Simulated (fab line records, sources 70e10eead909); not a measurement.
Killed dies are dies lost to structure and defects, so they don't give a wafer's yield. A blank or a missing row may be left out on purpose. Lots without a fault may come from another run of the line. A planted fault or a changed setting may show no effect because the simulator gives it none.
Chamber matching | flow nand_harc | NHARC_P_CONTACT_CMP_24 on cmp-03: 4 sister chambers
The step polishes, t overpolish 30 s, target thk 200 nm. 8 wafers are shown with their chamber, then 10 later ones without.

WAFERS WITH THEIR CHAMBER
wafer  | chamber | motor_current_A (A) | time_to_endpoint_s (s)
L083.2 | 3       | 12.8                | 45.6
L083.3 | 1       | 14.4                | 39.8
L083.4 | 2       | 10.5                | 37.9
L084.1 | 0       | 14.9                | 39.6
L084.5 | 0       | 15.2                | 39.0
L084.6 | 3       | 13.4                | 41.6
L087.2 | 1       | 13.3                | 38.7
L087.3 | 2       | 10.2                | 37.9

WAFERS WITHOUT THEIR CHAMBER
wafer  | motor_current_A (A) | time_to_endpoint_s (s)
L087.5 | 15.0                | 37.9
L085.1 | 13.8                | 42.4
L085.5 | 13.2                | 40.2
L085.6 | 13.5                | 37.7
L091.1 | 10.3                | 38.6
L091.5 | 14.1                | 39.9
L091.6 | 13.8                | 40.8
L095.3 | 14.0                | 40.4
L095.5 | 15.4                | 37.5
L095.6 | 13.6                | 41.1

WHICH CHAMBER EACH WENT THROUGH
wafer  | from the rows above          | in truth
L087.5 | can't be placed: 0 or 1      | 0
L085.1 | can't be placed: 3 or 1 or 0 | 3
L085.5 | can't be placed: 1 or 3      | 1
L085.6 | 1                            | 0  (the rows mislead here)
L091.1 | 2                            | 2
L091.5 | can't be placed: 1 or 0      | 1
L091.6 | can't be placed: 1 or 3 or 0 | 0
L095.3 | can't be placed: 1 or 0      | 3
L095.5 | 0                            | 0
L095.6 | can't be placed: 1 or 3 or 0 | 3
Placed correctly: 2 of 10. Can't be placed from these rows: 7 (the true chamber is among the candidates in 6). Placed wrongly: 1.
How it was worked out, from the rows above alone: a wafer's distance from a chamber is the root of the sum, over the readings, of the square of ((its reading less the chamber's mean) divided by the reading's scatter). The wafer belongs to the nearest chamber; if the next one is less than 2 further off, it can't be placed. A chamber's mean is the mean of its shown wafers. The scatter: the root of (the sum of the squares of (reading less its chamber's mean) over the shown wafers, divided by (wafers less chambers)).
